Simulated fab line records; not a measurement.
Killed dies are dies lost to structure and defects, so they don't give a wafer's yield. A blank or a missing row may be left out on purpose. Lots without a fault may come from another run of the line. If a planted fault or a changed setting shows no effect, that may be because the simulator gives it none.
Split-lot experiment / flow n5 finfet / route with 1938 steps; 7 lots, 39 wafers read

## SPLIT DETAILS
At N5_BEOL_M5_DESCUM_16 (chemistry O2, time 7 s), the setting time s was moved away from the recipe's 7 s on 18 of the 39 wafers read, by -49.4% to +18.4%. The other wafers ran this setting at the recipe's value.

The reading is taken at the split's own step.

## THE READING
CAR-EUV_of_BEOL_M5_COAT_05.thk nm (the simulator's own value, which no gauge read), in nm, at N5_BEOL_M5_DESCUM_16 (chemistry O2, time 7 s). No usual value for it is given in the file. The 21 wafers here that ran the recipe average 26.1 nm, standard deviation 0.099 nm.

wafer=L075.1; tool, chamber at the split=rie diel-04, 2,3; time s as run, s=7; against the recipe=recipe; CAR-EUV_of_BEOL_M5_COAT_05.thk nm, nm=26.2; against lot-mates on the recipe=-
wafer=L075.6; tool, chamber at the split=rie diel-04, 2,3; time s as run, s=7; against the recipe=recipe; CAR-EUV_of_BEOL_M5_COAT_05.thk nm, nm=26.2; against lot-mates on the recipe=-
wafer=L075.2; tool, chamber at the split=rie diel-04, 0,1,0; time s as run, s=8.092; against the recipe=+15.6%; CAR-EUV_of_BEOL_M5_COAT_05.thk nm, nm=25.6; against lot-mates on the recipe=-0.5
wafer=L075.3; tool, chamber at the split=rie diel-04, 0,1,0; time s as run, s=8.092; against the recipe=+15.6%; CAR-EUV_of_BEOL_M5_COAT_05.thk nm, nm=25.6; against lot-mates on the recipe=-0.5
wafer=L075.5; tool, chamber at the split=rie diel-04, 0,1,0; time s as run, s=8.092; against the recipe=+15.6%; CAR-EUV_of_BEOL_M5_COAT_05.thk nm, nm=25.6; against lot-mates on the recipe=-0.5
wafer=L075.4; tool, chamber at the split=rie diel-04, 3; time s as run, s=7; against the recipe=recipe; CAR-EUV_of_BEOL_M5_COAT_05.thk nm, nm=26; against lot-mates on the recipe=-
wafer=L085.3; tool, chamber at the split=rie diel-04, 1,3,2; time s as run, s=7; against the recipe=recipe; CAR-EUV_of_BEOL_M5_COAT_05.thk nm, nm=26.2; against lot-mates on the recipe=-
wafer=L085.5; tool, chamber at the split=rie diel-04, 1,3,2; time s as run, s=7; against the recipe=recipe; CAR-EUV_of_BEOL_M5_COAT_05.thk nm, nm=26.2; against lot-mates on the recipe=-
wafer=L085.6; tool, chamber at the split=rie diel-04, 1,3,2; time s as run, s=7; against the recipe=recipe; CAR-EUV_of_BEOL_M5_COAT_05.thk nm, nm=26.2; against lot-mates on the recipe=-
wafer=L089.1; tool, chamber at the split=rie diel-02, 1,0,2; time s as run, s=8.288; against the recipe=+18.4%; CAR-EUV_of_BEOL_M5_COAT_05.thk nm, nm=25.4; against lot-mates on the recipe=-0.7
wafer=L089.3; tool, chamber at the split=rie diel-02, 1,0,2; time s as run, s=8.288; against the recipe=+18.4%; CAR-EUV_of_BEOL_M5_COAT_05.thk nm, nm=25.4; against lot-mates on the recipe=-0.7
wafer=L089.4; tool, chamber at the split=rie diel-02, 1,0,2; time s as run, s=8.288; against the recipe=+18.4%; CAR-EUV_of_BEOL_M5_COAT_05.thk nm, nm=25.4; against lot-mates on the recipe=-0.7
wafer=L089.2; tool, chamber at the split=rie diel-02, 3; time s as run, s=7; against the recipe=recipe; CAR-EUV_of_BEOL_M5_COAT_05.thk nm, nm=26.2; against lot-mates on the recipe=-
wafer=L089.5; tool, chamber at the split=rie diel-02, 1,0; time s as run, s=7; against the recipe=recipe; CAR-EUV_of_BEOL_M5_COAT_05.thk nm, nm=26; against lot-mates on the recipe=-
wafer=L089.6; tool, chamber at the split=rie diel-02, 1,0; time s as run, s=7; against the recipe=recipe; CAR-EUV_of_BEOL_M5_COAT_05.thk nm, nm=26; against lot-mates on the recipe=-
wafer=L092.1; tool, chamber at the split=rie diel-03, 1,2,2; time s as run, s=3.544; against the recipe=-49.4%; CAR-EUV_of_BEOL_M5_COAT_05.thk nm, nm=27.8; against lot-mates on the recipe=+1.7
wafer=L092.4; tool, chamber at the split=rie diel-03, 1,2,2; time s as run, s=3.544; against the recipe=-49.4%; CAR-EUV_of_BEOL_M5_COAT_05.thk nm, nm=27.8; against lot-mates on the recipe=+1.7
wafer=L092.5; tool, chamber at the split=rie diel-03, 1,2,2; time s as run, s=3.544; against the recipe=-49.4%; CAR-EUV_of_BEOL_M5_COAT_05.thk nm, nm=27.8; against lot-mates on the recipe=+1.7
wafer=L092.2; tool, chamber at the split=rie diel-03, 0,3; time s as run, s=7; against the recipe=recipe; CAR-EUV_of_BEOL_M5_COAT_05.thk nm, nm=26.2; against lot-mates on the recipe=-
wafer=L092.3; tool, chamber at the split=rie diel-03, 0,3; time s as run, s=7; against the recipe=recipe; CAR-EUV_of_BEOL_M5_COAT_05.thk nm, nm=26.2; against lot-mates on the recipe=-
wafer=L092.6; tool, chamber at the split=rie diel-03, 3; time s as run, s=7; against the recipe=recipe; CAR-EUV_of_BEOL_M5_COAT_05.thk nm, nm=26; against lot-mates on the recipe=-
wafer=L094.1; tool, chamber at the split=rie diel-03, 2,1,2; time s as run, s=7; against the recipe=recipe; CAR-EUV_of_BEOL_M5_COAT_05.thk nm, nm=26; against lot-mates on the recipe=-
wafer=L094.5; tool, chamber at the split=rie diel-03, 2,1,2; time s as run, s=7; against the recipe=recipe; CAR-EUV_of_BEOL_M5_COAT_05.thk nm, nm=26; against lot-mates on the recipe=-
wafer=L094.6; tool, chamber at the split=rie diel-03, 2,1,2; time s as run, s=7; against the recipe=recipe; CAR-EUV_of_BEOL_M5_COAT_05.thk nm, nm=26; against lot-mates on the recipe=-
wafer=L094.2; tool, chamber at the split=rie diel-03, 1,3; time s as run, s=8.133; against the recipe=+16.2%; CAR-EUV_of_BEOL_M5_COAT_05.thk nm, nm=25.6; against lot-mates on the recipe=-0.4
wafer=L094.4; tool, chamber at the split=rie diel-03, 1,3; time s as run, s=8.133; against the recipe=+16.2%; CAR-EUV_of_BEOL_M5_COAT_05.thk nm, nm=25.6; against lot-mates on the recipe=-0.4
wafer=L094.3; tool, chamber at the split=rie diel-03, 0; time s as run, s=8.133; against the recipe=+16.2%; CAR-EUV_of_BEOL_M5_COAT_05.thk nm, nm=25.4; against lot-mates on the recipe=-0.6
wafer=L093.1; tool, chamber at the split=rie diel-04, 3; time s as run, s=7; against the recipe=recipe; CAR-EUV_of_BEOL_M5_COAT_05.thk nm, nm=26; against lot-mates on the recipe=-
wafer=L093.2; tool, chamber at the split=rie diel-04, 1,0; time s as run, s=7; against the recipe=recipe; CAR-EUV_of_BEOL_M5_COAT_05.thk nm, nm=26.2; against lot-mates on the recipe=-
wafer=L093.4; tool, chamber at the split=rie diel-04, 1,0; time s as run, s=7; against the recipe=recipe; CAR-EUV_of_BEOL_M5_COAT_05.thk nm, nm=26.2; against lot-mates on the recipe=-
wafer=L093.3; tool, chamber at the split=rie diel-04, 2; time s as run, s=5.911; against the recipe=-15.6%; CAR-EUV_of_BEOL_M5_COAT_05.thk nm, nm=26.8; against lot-mates on the recipe=+0.7
wafer=L093.5; tool, chamber at the split=rie diel-04, 0,3; time s as run, s=5.911; against the recipe=-15.6%; CAR-EUV_of_BEOL_M5_COAT_05.thk nm, nm=26.6; against lot-mates on the recipe=+0.5
wafer=L093.6; tool, chamber at the split=rie diel-04, 0,3; time s as run, s=5.911; against the recipe=-15.6%; CAR-EUV_of_BEOL_M5_COAT_05.thk nm, nm=26.6; against lot-mates on the recipe=+0.5
wafer=L096.1; tool, chamber at the split=rie diel-02, 2; time s as run, s=7; against the recipe=recipe; CAR-EUV_of_BEOL_M5_COAT_05.thk nm, nm=26; against lot-mates on the recipe=-
wafer=L096.2; tool, chamber at the split=rie diel-02, 0,3; time s as run, s=7; against the recipe=recipe; CAR-EUV_of_BEOL_M5_COAT_05.thk nm, nm=26.2; against lot-mates on the recipe=-
wafer=L096.5; tool, chamber at the split=rie diel-02, 0,3; time s as run, s=7; against the recipe=recipe; CAR-EUV_of_BEOL_M5_COAT_05.thk nm, nm=26.2; against lot-mates on the recipe=-
wafer=L096.3; tool, chamber at the split=rie diel-02, 3,1,0; time s as run, s=8.247; against the recipe=+17.8%; CAR-EUV_of_BEOL_M5_COAT_05.thk nm, nm=25.4; against lot-mates on the recipe=-0.7
wafer=L096.4; tool, chamber at the split=rie diel-02, 3,1,0; time s as run, s=8.247; against the recipe=+17.8%; CAR-EUV_of_BEOL_M5_COAT_05.thk nm, nm=25.4; against lot-mates on the recipe=-0.7
wafer=L096.6; tool, chamber at the split=rie diel-02, 3,1,0; time s as run, s=8.247; against the recipe=+17.8%; CAR-EUV_of_BEOL_M5_COAT_05.thk nm, nm=25.4; against lot-mates on the recipe=-0.7
Rows listing several chambers each stand for several wafers; the file does not say which wafer went through which chamber.

FIT RESULTS
A straight line over all 39 wafers: CAR-EUV_of_BEOL_M5_COAT_05.thk nm changes by -0.0352 nm for each +1% of time s; r = -0.99; the points scatter about the line by 0.09 nm.
The same after taking each lot's own level away (the mean of its wafers on the recipe; 39 wafers): -0.0343 nm for each +1%; r = -0.99; scatter 0.084 nm.
According to that fit, moving time s by its largest amount changes the reading by 1.7 nm.
Measured against the standard deviation above, the lots' own levels, which go from 26.00 to 26.20 nm, span 2.0 times it.
Consequently the slope shifts little with the lot-to-lot level, the two slopes agreeing.
Check: for one of the wafers moved furthest among these (-49.4%), held out of the fit, the line's prediction against its lot-mates is +1.69 nm. It came out at +1.67 nm against them.

## OTHER SPLITS ON THESE WAFERS
These wafers also went through other splits before the reading. Each is held against what the fit with the lots' levels taken away leaves over:
other split on the same wafers=N5_FIN_SAQP_HM_DEP_03 time s; wafers away from the commonest value=15; r with CAR-EUV_of_BEOL_M5_COAT_05.thk nm (lot level and that fit taken away)=-0.12
other split on the same wafers=N5_MOL_CONTACT_COAG_VIA_ETCH_46 target depth a; wafers away from the commonest value=15; r with CAR-EUV_of_BEOL_M5_COAT_05.thk nm (lot level and that fit taken away)=+0.15
other split on the same wafers=N5_BEOL_M0_SAQP_SPACER1_ALD_98 ald cycles; wafers away from the commonest value=9; r with CAR-EUV_of_BEOL_M5_COAT_05.thk nm (lot level and that fit taken away)=+0.13
other split on the same wafers=N5_BEOL_M3_ILD_DEP_00 time s; wafers away from the commonest value=15; r with CAR-EUV_of_BEOL_M5_COAT_05.thk nm (lot level and that fit taken away)=-0.19

## THE FILE'S OWN FIT
CAR-EUV_of_BEOL_M5_COAT_05.thk nm changes by -0.0343 nm for each +1% of time s, r = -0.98.
